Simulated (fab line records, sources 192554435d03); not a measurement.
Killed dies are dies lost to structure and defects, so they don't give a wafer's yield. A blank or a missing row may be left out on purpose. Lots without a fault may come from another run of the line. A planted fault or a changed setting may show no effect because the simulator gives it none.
Which tool did it? | flow n5_finfet | 15 lots, 45 wafers sampled, at 4 steps of a route of 1938

WHAT THE GAUGES READ, wafer by wafer
The record holds no reading of a measuring or inspecting step that can be judged against a usual standard deviation.

WHICH TOOL RAN EACH LOT (tool, then ch and the chambers of the sampled wafers, then the start)
lot  | N5_DUMMY_GATE_ETCH_36             | N5_DUMMY_GATE_TRIM_49           | N5_SD_EPI_N_PEB_07               | N5_SD_EPI_N_ETCH_34
L467 | rie_diel-05 ch 1,2,3, day 2 21:25 | rie_si-05 ch 0,1,3, day 2 21:32 | litho_track-03 ch 0, day 2 23:35 | rie_diel-04 ch 1,2,3, day 2 23:52
L469 | rie_diel-02 ch 0,1,3, day 3 09:41 | rie_si-05 ch 1,2, day 3 09:49   | litho_track-01 ch 0, day 3 11:43 | rie_diel-04 ch 0,3, day 3 11:54
L470 | rie_diel-02 ch 0,1, day 3 16:04   | rie_si-04 ch 0,1, day 3 16:11   | litho_track-03 ch 0, day 3 18:18 | rie_diel-06 ch 1,2,3, day 3 18:29
L471 | rie_diel-02 ch 0,2,3, day 3 23:48 | rie_si-04 ch 1,2,3, day 3 23:55 | litho_track-01, day 4 02:14      | rie_diel-01 ch 0,1,3, day 4 02:34
L472 | rie_diel-03 ch 2,3, day 4 11:19   | rie_si-04 ch 0,1, day 4 11:26   | litho_track-03, day 4 15:10      | rie_diel-01 ch 0,1, day 4 15:31
L473 | rie_diel-05 ch 0,2,3, day 4 14:55 | rie_si-04 ch 1,3, day 4 15:02   | litho_track-01, day 4 17:16      | rie_diel-01 ch 0,2, day 4 17:28
L480 | rie_diel-05 ch 1,2, day 6 10:21   | rie_si-06 ch 0,2, day 6 10:31   | litho_track-03 ch 0, day 6 12:18 | rie_diel-01 ch 0,2, day 6 12:30
L481 | rie_diel-02 ch 2,3, day 6 10:37   | rie_si-05 ch 0,1,2, day 6 10:44 | litho_track-04 ch 0, day 6 12:38 | rie_diel-04 ch 2,3, day 6 12:59
L482 | rie_diel-02 ch 0,1,3, day 6 20:10 | rie_si-06 ch 1,2, day 6 20:17   | litho_track-04 ch 0, day 6 22:09 | rie_diel-01 ch 1,2,3, day 6 22:26
L483 | rie_diel-02 ch 1,3, day 6 22:04   | rie_si-06 ch 0,1, day 6 22:11   | litho_track-01 ch 0, day 7 00:02 | rie_diel-04 ch 0,1,2, day 7 00:14
L484 | rie_diel-05 ch 1,2, day 7 04:23   | rie_si-04 ch 1,2,3, day 7 04:31 | litho_track-03 ch 0, day 7 06:36 | rie_diel-04 ch 0,3, day 7 06:47
L485 | rie_diel-02 ch 0,1,2, day 7 10:59 | rie_si-05 ch 0,2,3, day 7 11:07 | litho_track-04 ch 0, day 7 13:10 | rie_diel-06 ch 0,1,2, day 7 13:57
L487 | rie_diel-05 ch 0,1,3, day 7 22:55 | rie_si-06 ch 0,2,3, day 7 23:02 | litho_track-03 ch 0, day 8 01:10 | rie_diel-04 ch 1,2,3, day 8 01:21
L488 | rie_diel-02 ch 0,1,2, day 8 10:10 | rie_si-05 ch 0,1,2, day 8 10:17 | litho_track-01 ch 0, day 8 12:10 | rie_diel-06 ch 0,1,2, day 8 12:40
L489 | rie_diel-02 ch 0,1, day 8 11:04   | rie_si-05 ch 1,2, day 8 11:11   | litho_track-01 ch 0, day 8 13:37 | rie_diel-04 ch 2,3, day 8 13:48
- N5_DUMMY_GATE_ETCH_36: etches SiARC in CF4, target depth 13 nm.
- N5_DUMMY_GATE_TRIM_49: chemistry O2, time 29 s, target cd 14 nm.
- N5_SD_EPI_N_PEB_07: peb time 60 s.
- N5_SD_EPI_N_ETCH_34: etches SiARC in CF4, target depth 45.5 nm, time 75.8 s.

WHAT THE TOOLS THEMSELVES READ (means of the sampled wafers that have a number; where no wafer has one, the mark that the record gives instead)
N5_DUMMY_GATE_ETCH_36. Usual: drypump_motor_current_A 5.9 A, standard deviation 0.51; oes_product_au 0.74 a.u., standard deviation 0.055; rf_vpp_V 184.2 V, standard deviation 1.2; showerhead_plenum_p_Torr 2.16 Torr, standard deviation 0.063; throttle_valve_pct 15.59 %, standard deviation 0.21.
lot  | tool        | drypump_motor_current_A (A) | oes_product_au (a.u.) | rf_vpp_V (V) | showerhead_plenum_p_Torr (Torr) | throttle_valve_pct (%) | flag
L467 | rie_diel-05 | 5.9                         | 0.74                  | 185.1        | 2.19                            | 15.66                  |
L469 | rie_diel-02 | 5.9                         | 0.77                  | 184.7        | 2.21                            | 15.49                  |
L470 | rie_diel-02 | 5.6                         | 0.78                  | 185.7        | 2.20                            | 15.52                  |
L471 | rie_diel-02 | 5.8                         | 0.71                  | 184.9        | 2.16                            | 15.61                  |
L472 | rie_diel-03 | 5.2                         | 0.73                  | 185.0        | 2.23                            | 15.73                  |
L473 | rie_diel-05 | 6.4                         | 0.75                  | 184.4        | 2.15                            | 15.53                  |
L480 | rie_diel-05 | 5.7                         | 0.72                  | 184.7        | 2.17                            | 15.68                  |
L481 | rie_diel-02 | 6.2                         | 0.69                  | 183.4        | 2.15                            | 15.60                  |
L482 | rie_diel-02 | 5.9                         | 0.75                  | 185.3        | 2.20                            | 15.53                  |
L483 | rie_diel-02 | 6.3                         | 0.78                  | 185.3        | 2.19                            | 15.39                  |
L484 | rie_diel-05 | 5.7                         | 0.71                  | 184.1        | 2.17                            | 15.70                  |
L485 | rie_diel-02 | 5.8                         | 0.74                  | 183.9        | 2.14                            | 15.53                  |
L487 | rie_diel-05 | 5.9                         | 0.71                  | 184.0        | 2.16                            | 15.66                  |
L488 | rie_diel-02 | 5.8                         | 0.74                  | 183.4        | 2.14                            | 15.55                  |
L489 | rie_diel-02 | 5.9                         | 0.78                  | 184.4        | 2.19                            | 15.43                  |

N5_DUMMY_GATE_TRIM_49. Usual: drypump_motor_current_A 5.66 A, standard deviation 0.3; he_backside_leak_sccm 2.58 sccm, standard deviation 0.23; oes_product_au 0.999 a.u., standard deviation 0.019; throttle_valve_pct 8.19 %, standard deviation 0.21.
lot  | tool      | drypump_motor_current_A (A) | he_backside_leak_sccm (sccm) | oes_product_au (a.u.) | throttle_valve_pct (%) | flag
L467 | rie_si-05 | 5.60                        | 2.76                         | 0.999                 | 8.32                   |
L469 | rie_si-05 | 5.78                        | 2.51                         | 1.002                 | 8.40                   |
L470 | rie_si-04 | 5.77                        | 2.48                         | 0.981                 | 7.94                   |
L471 | rie_si-04 | 5.41                        | 2.50                         | 0.999                 | 8.03                   |
L472 | rie_si-04 | 5.78                        | 2.39                         | 0.995                 | 7.95                   |
L473 | rie_si-04 | 5.57                        | 2.49                         | 0.994                 | 8.03                   |
L480 | rie_si-06 | 5.73                        | 2.55                         | 0.992                 | 8.03                   |
L481 | rie_si-05 | 5.83                        | 2.53                         | 0.995                 | 8.44                   |
L482 | rie_si-06 | 5.77                        | 2.69                         | 0.991                 | 8.26                   |
L483 | rie_si-06 | 5.86                        | 2.61                         | 0.986                 | 8.11                   |
L484 | rie_si-04 | 5.39                        | 2.37                         | 1.010                 | 8.03                   |
L485 | rie_si-05 | 5.64                        | 2.71                         | 0.991                 | 8.35                   |
L487 | rie_si-06 | 5.73                        | 2.77                         | 0.992                 | 8.07                   |
L488 | rie_si-05 | 5.83                        | 2.62                         | 0.991                 | 8.44                   |
L489 | rie_si-05 | 5.76                        | 2.25                         | 0.995                 | 8.39                   |

N5_SD_EPI_N_PEB_07. Usual: chill_plate_temp_C 23.02 C, standard deviation 0.1; exhaust_pa 44.9 Pa, standard deviation 0.93.
lot  | tool           | chill_plate_temp_C (C) | exhaust_pa (Pa) | flag
L467 | litho_track-03 | 23.14                  | 45.7            |
L469 | litho_track-01 | 23.10                  | 45.8            |
L470 | litho_track-03 | 22.87                  | 44.6            |
L471 | litho_track-01 | -                      | -               | OFF
L472 | litho_track-03 | -                      | -               | OFF
L473 | litho_track-01 | -                      | -               | OFF
L480 | litho_track-03 | 23.04                  | 44.2            |
L481 | litho_track-04 | 22.94                  | 43.7            |
L482 | litho_track-04 | 22.99                  | 44.0            |
L483 | litho_track-01 | 22.97                  | 44.9            |
L484 | litho_track-03 | 22.99                  | 43.5            |
L485 | litho_track-04 | 23.01                  | 45.4            |
L487 | litho_track-03 | 23.14                  | 45.2            |
L488 | litho_track-01 | 22.86                  | 44.4            |
L489 | litho_track-01 | 23.10                  | 45.1            |

N5_SD_EPI_N_ETCH_34. Usual: drypump_motor_current_A 5.7 A, standard deviation 0.41; etch_rf_on_time_s 75.3 s, standard deviation 2.2; oes_product_au 0.68 a.u., standard deviation 0.075; rf_vpp_V 184.0 V, standard deviation 1.2; showerhead_plenum_p_Torr 2.14 Torr, standard deviation 0.062; throttle_valve_pct 15.54 %, standard deviation 0.19.
lot  | tool        | drypump_motor_current_A (A) | etch_rf_on_time_s (s) | oes_product_au (a.u.) | rf_vpp_V (V) | showerhead_plenum_p_Torr (Torr) | throttle_valve_pct (%) | flag
L467 | rie_diel-04 | 5.7                         | 76.7                  | 0.66                  | 184.0        | 2.15                            | 15.56                  |
L469 | rie_diel-04 | 5.4                         | 76.4                  | 0.74                  | 182.6        | 2.09                            | 15.46                  |
L470 | rie_diel-06 | 5.8                         | 73.9                  | 0.74                  | 184.1        | 2.10                            | 15.57                  |
L471 | rie_diel-01 | 5.5                         | 74.6                  | 0.66                  | 184.6        | 2.16                            | 15.66                  |
L472 | rie_diel-01 | 5.3                         | 74.1                  | 0.67                  | 183.5        | 2.16                            | 15.73                  |
L473 | rie_diel-01 | 5.5                         | 75.7                  | 0.77                  | 184.5        | 2.14                            | 15.33                  |
L480 | rie_diel-01 | 5.5                         | 75.1                  | 0.75                  | 184.6        | 2.14                            | 15.37                  |
L481 | rie_diel-04 | 5.7                         | 77.6                  | 0.65                  | 183.5        | 2.12                            | 15.48                  |
L482 | rie_diel-01 | 5.7                         | 74.2                  | 0.66                  | 183.5        | 2.10                            | 15.69                  |
L483 | rie_diel-04 | 6.0                         | 77.4                  | 0.62                  | 184.8        | 2.14                            | 15.56                  |
L484 | rie_diel-04 | 5.6                         | 76.0                  | 0.70                  | 183.6        | 2.08                            | 15.46                  |
L485 | rie_diel-06 | 5.8                         | 72.4                  | 0.72                  | 185.3        | 2.22                            | 15.43                  |
L487 | rie_diel-04 | 5.6                         | 77.9                  | 0.63                  | 183.5        | 2.13                            | 15.64                  |
L488 | rie_diel-06 | 5.8                         | 73.0                  | 0.72                  | 185.1        | 2.21                            | 15.45                  |
L489 | rie_diel-04 | 5.4                         | 77.0                  | 0.67                  | 183.3        | 2.09                            | 15.55                  |

THE ANSWER, worked out from the rows above alone
Rule: a lot is off if the mean of its wafers that have a number lies more than 3 standard deviations from the usual mean. A lot without any number at a reading at which 4 lots or more have one is off too. The other lots that the step has rows for count as sound. The gauges are gone through in route order, then the tools' own readings, and for those a lot's mean is taken as printed above. The first step at which some lot is off is used, and at that step the reading that is off furthest; a lot without a number counts as furthest.
Off: L471, L472, L473, at N5_SD_EPI_N_PEB_07 (chill_plate_temp_C). Without a number there: L471, L472, L473.
A tool fits if, at that step or a process step before it, it ran every lot that is off, and no sound lot after the first of them. None of those tried fits.

WHAT THE SIMULATOR HAD PUT IN
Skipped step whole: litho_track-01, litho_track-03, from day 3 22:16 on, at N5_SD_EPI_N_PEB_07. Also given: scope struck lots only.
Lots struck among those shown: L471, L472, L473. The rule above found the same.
